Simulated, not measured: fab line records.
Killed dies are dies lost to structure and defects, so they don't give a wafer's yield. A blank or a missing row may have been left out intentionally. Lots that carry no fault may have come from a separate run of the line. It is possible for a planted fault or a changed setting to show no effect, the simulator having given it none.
What tool caused it?	flow n5 finfet	at 1 step of a route of 1938, 12 lots with 36 wafers sampled

WHAT THE GAUGES SHOWED, per wafer
N5_BEOL_M10_THK_MEAS_01.
lot	measured	on	M10_ILD_THK (nm)
L075	day 10 01:21	film metro-02	271 270 272
L078	day 10 14:07	film metro-02	270 266 274
L079	day 11 00:15	film metro-01	263 261 266
L081	day 11 04:49	film metro-02	275 270 275
L082	day 12 01:40	film metro-02	270 274 280
L085	day 12 07:46	film metro-01	265 273 266
L087	day 13 00:47	film metro-01	269 274 266
L088	day 13 12:42	film metro-01	263 269 268
L090	day 13 21:49	film metro-01	259 263 272
L092	day 14 14:33	film metro-02	268 269 273
L094	day 15 01:58	film metro-02	261 268 275
L097	day 15 20:07	film metro-01	264 273 266

WHAT TOOL EACH LOT RAN ON (gives the tool, then ch and the chambers of the sampled wafers, and finally the start)
There is no process step in the record ahead of these readings.

THE ANSWER, worked out from the rows above alone
Rule: usual is defined by the lots themselves. The widest of any qualifying gaps counts: lots, ordered by their means at a reading, are off when they make up no more than a third of the lots, leave a main group of 4 or more, and stand apart from it by 3 or more times the standard deviation of that group's means. A main group is skipped when, at the precision printed for the reading in the tables above, its means are all equal. Also off: a lot with no number at a reading for which 4 or more lots have one. Where the step has rows for the other lots, those lots are counted as sound.
No lot is off on any of the readings shown, so nothing can be concluded from this.

WHAT WAS PUT IN BY THE SIMULATOR
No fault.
